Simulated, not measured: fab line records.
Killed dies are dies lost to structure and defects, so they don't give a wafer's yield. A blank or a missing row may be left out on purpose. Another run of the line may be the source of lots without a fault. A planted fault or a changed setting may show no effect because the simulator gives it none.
Chamber matching / flow n5 finfet / pecvd-01 running N5_BEOL_M10_DEP_56: 3 sister chambers
The step deposits SiCN from 3MS/NH3, target thk 15 nm, time 26.5 s. 6 wafers are shown with their chamber, then 11 later ones without.

== WAFERS, EACH WITH ITS CHAMBER ==
wafer=L085.3; chamber=0; throttle valve pct (%)=9.6; showerhead plenum p Torr (Torr)=3.651
wafer=L086.1; chamber=0; throttle valve pct (%)=9.5; showerhead plenum p Torr (Torr)=3.646
wafer=L090.1; chamber=2; throttle valve pct (%)=8.5; showerhead plenum p Torr (Torr)=3.691
wafer=L090.5; chamber=2; throttle valve pct (%)=8.7; showerhead plenum p Torr (Torr)=3.675
wafer=L090.6; chamber=1; throttle valve pct (%)=8.9; showerhead plenum p Torr (Torr)=3.664
wafer=L095.3; chamber=1; throttle valve pct (%)=8.9; showerhead plenum p Torr (Torr)=3.679

== WAFERS WITH NO CHAMBER GIVEN ==
wafer=L095.4; throttle valve pct (%)=9.1; showerhead plenum p Torr (Torr)=3.671
wafer=L095.6; throttle valve pct (%)=9.1; showerhead plenum p Torr (Torr)=3.648
wafer=L094.2; throttle valve pct (%)=9.0; showerhead plenum p Torr (Torr)=3.668
wafer=L094.4; throttle valve pct (%)=8.9; showerhead plenum p Torr (Torr)=3.675
wafer=L094.6; throttle valve pct (%)=9.1; showerhead plenum p Torr (Torr)=3.678
wafer=L096.1; throttle valve pct (%)=8.9; showerhead plenum p Torr (Torr)=3.684
wafer=L096.5; throttle valve pct (%)=9.1; showerhead plenum p Torr (Torr)=3.679
wafer=L096.6; throttle valve pct (%)=8.8; showerhead plenum p Torr (Torr)=3.685
wafer=L097.4; throttle valve pct (%)=9.5; showerhead plenum p Torr (Torr)=3.649
wafer=L097.5; throttle valve pct (%)=8.7; showerhead plenum p Torr (Torr)=3.674
wafer=L097.6; throttle valve pct (%)=9.0; showerhead plenum p Torr (Torr)=3.673

== THE CHAMBER EACH PASSED THROUGH ==
wafer=L095.4; from the rows above=1; in truth=1
wafer=L095.6; from the rows above=can't be placed: 1 or 0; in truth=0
wafer=L094.2; from the rows above=1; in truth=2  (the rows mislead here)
wafer=L094.4; from the rows above=1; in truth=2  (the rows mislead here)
wafer=L094.6; from the rows above=1; in truth=1
wafer=L096.1; from the rows above=can't be placed: 1 or 2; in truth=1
wafer=L096.5; from the rows above=1; in truth=1
wafer=L096.6; from the rows above=can't be placed: 1 or 2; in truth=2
wafer=L097.4; from the rows above=0; in truth=0
wafer=L097.5; from the rows above=can't be placed: 2 or 1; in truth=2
wafer=L097.6; from the rows above=1; in truth=1
Correct placement for 5 of the 11. Can't be placed from these rows: 4 (the true chamber is among the candidates in 4). 2 placed wrongly.
How it was worked out, from the rows above alone: a wafer's distance from a chamber is the root of the sum, over the readings, of the square of ((its reading less the chamber's mean) divided by the reading's scatter). If the next closest chamber is less than 2 further off than the closest, the wafer can't be placed; otherwise it belongs to the closest. For every chamber, the mean is computed from those of its wafers that are shown. The scatter: the root of (the sum of the squares of (reading less its chamber's mean) over the shown wafers, divided by (wafers less chambers)).
